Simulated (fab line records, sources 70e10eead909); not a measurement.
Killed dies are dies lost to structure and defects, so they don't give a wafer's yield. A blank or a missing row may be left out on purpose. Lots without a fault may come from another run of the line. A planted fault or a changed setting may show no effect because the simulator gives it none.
Chamber matching | flow nand_harc | NHARC_A_M0_PRE_CLEAN_31 on pecvd-04: 3 sister chambers
The step time 12 s. 3 wafers are shown with their chamber, then 10 later ones without.

WAFERS WITH THEIR CHAMBER
wafer  | chamber | heater_power_w (W)
L075.4 | 1       | 517
L081.1 | 2       | 627
L081.2 | 0       | 640

WAFERS WITHOUT THEIR CHAMBER
wafer  | heater_power_w (W)
L081.6 | 647
L088.1 | 687
L088.2 | 676
L088.5 | 678
L091.1 | 493
L091.3 | 638
L091.4 | 622
L092.4 | 690
L092.5 | 659
L092.6 | 455

WHICH CHAMBER EACH WENT THROUGH
wafer  | from the rows above     | in truth
L081.6 | can't be placed: 0 or 2 | 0
L088.1 | can't be placed: 0 or 2 | 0
L088.2 | can't be placed: 0 or 2 | 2
L088.5 | can't be placed: 0 or 2 | 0
L091.1 | 1                       | 1
L091.3 | can't be placed: 0 or 2 | 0
L091.4 | can't be placed: 2 or 0 | 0
L092.4 | can't be placed: 0 or 2 | 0
L092.5 | can't be placed: 0 or 2 | 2
L092.6 | 1                       | 1
Placed correctly: 2 of 10. Can't be placed from these rows: 8 (the true chamber is among the candidates in 8). Placed wrongly: 0.
How it was worked out, from the rows above alone: a wafer's distance from a chamber is the root of the sum, over the readings, of the square of ((its reading less the chamber's mean) divided by the reading's scatter). The wafer belongs to the nearest chamber; if the next one is less than 2 further off, it can't be placed. A chamber's mean is the mean of its shown wafers. The scatter: with one shown wafer a chamber, the root of the mean of the squares of how far each hidden wafer lies from its nearest shown one.
